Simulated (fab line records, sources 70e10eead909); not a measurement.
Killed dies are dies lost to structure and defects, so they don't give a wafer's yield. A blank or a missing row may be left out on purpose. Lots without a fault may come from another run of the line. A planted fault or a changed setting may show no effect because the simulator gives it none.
Chamber matching | flow nand_harc | NHARC_P_CONTACT_ALD_22 on ald_metal-03: 4 sister chambers
The step deposits TiN, target thk 3 nm, pulse time 1 s, ald cycles 150. 24 wafers are shown with their chamber, then 12 later ones without.

WAFERS WITH THEIR CHAMBER
wafer  | chamber | heater_power_w (W) | precursor_pulse_height_rel
L074.1 | 3       | 1059               | 1.023
L074.3 | 0       | 1069               | 1.043
L074.6 | 3       | 1042               | 1.035
L075.2 | 0       | 1056               | 0.977
L075.3 | 2       | 1062               | 1.020
L075.5 | 3       | 1052               | 0.975
L076.1 | 1       | 1162               | 1.026
L076.2 | 0       | 1058               | 0.996
L076.3 | 2       | 1051               | 0.964
L076.4 | 3       | 1080               | 0.998
L076.5 | 3       | 1073               | 1.006
L076.6 | 0       | 1042               | 1.019
L082.1 | 3       | 986                | 0.978
L082.3 | 2       | 1012               | 1.023
L082.5 | 0       | 1051               | 1.003
L086.1 | 2       | 1042               | 0.988
L086.3 | 0       | 1040               | 1.024
L086.6 | 2       | 1014               | 1.006
L088.2 | 0       | 1057               | 1.000
L088.4 | 3       | 1040               | 1.029
L088.5 | 1       | 1106               | 1.047
L089.2 | 0       | 1069               | 0.987
L089.4 | 1       | 1110               | 0.972
L089.5 | 1       | 1114               | 1.036

SIGNATURES (means of the wafers above)
reading                    | chamber 0 | chamber 1 | chamber 2 | chamber 3 | scatter within a chamber
heater_power_w             | 1055.25   | 1123.00   | 1036.20   | 1047.43   | 23
precursor_pulse_height_rel | 1.00612   | 1.02025   | 1.00020   | 1.00629   | 0.0249
Rule: a wafer's distance from a chamber is the root of the sum, over the readings, of the square of ((its reading less the chamber's mean) divided by the reading's scatter). The wafer belongs to the nearest chamber; if the next one is less than 2 further off, it can't be placed. The scatter: the root of (the sum of the squares of (reading less its chamber's mean) over the shown wafers, divided by (wafers less chambers)).

WAFERS WITHOUT THEIR CHAMBER
wafer  | heater_power_w (W) | precursor_pulse_height_rel
L089.1 | 1018               | 0.994
L089.3 | 996                | 1.014
L089.6 | 1056               | 1.048
L092.1 | 1033               | 1.008
L092.3 | 1007               | 0.986
L092.4 | 1026               | 0.993
L093.1 | 1044               | 0.980
L093.5 | 1026               | 0.988
L093.6 | 1062               | 0.992
L096.2 | 1005               | 0.995
L096.5 | 1005               | 1.040
L096.6 | 1105               | 1.023

WHICH CHAMBER EACH WENT THROUGH
wafer  | from the rows above               | in truth
L089.1 | can't be placed: 2 or 3 or 0      | 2
L089.3 | can't be placed: 2 or 3 or 0      | 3
L089.6 | can't be placed: 0 or 3 or 2 or 1 | 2
L092.1 | can't be placed: 2 or 3 or 0      | 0
L092.3 | can't be placed: 2 or 3 or 0      | 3
L092.4 | can't be placed: 2 or 3 or 0      | 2
L093.1 | can't be placed: 2 or 3 or 0      | 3
L093.5 | can't be placed: 2 or 3 or 0      | 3
L093.6 | can't be placed: 0 or 3 or 2      | 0
L096.2 | can't be placed: 2 or 3 or 0      | 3
L096.5 | can't be placed: 2 or 3 or 0      | 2
L096.6 | can't be placed: 1 or 0 or 3      | 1
Placed correctly: 0 of 12. Can't be placed from these rows: 12 (the true chamber is among the candidates in 12). Placed wrongly: 0.
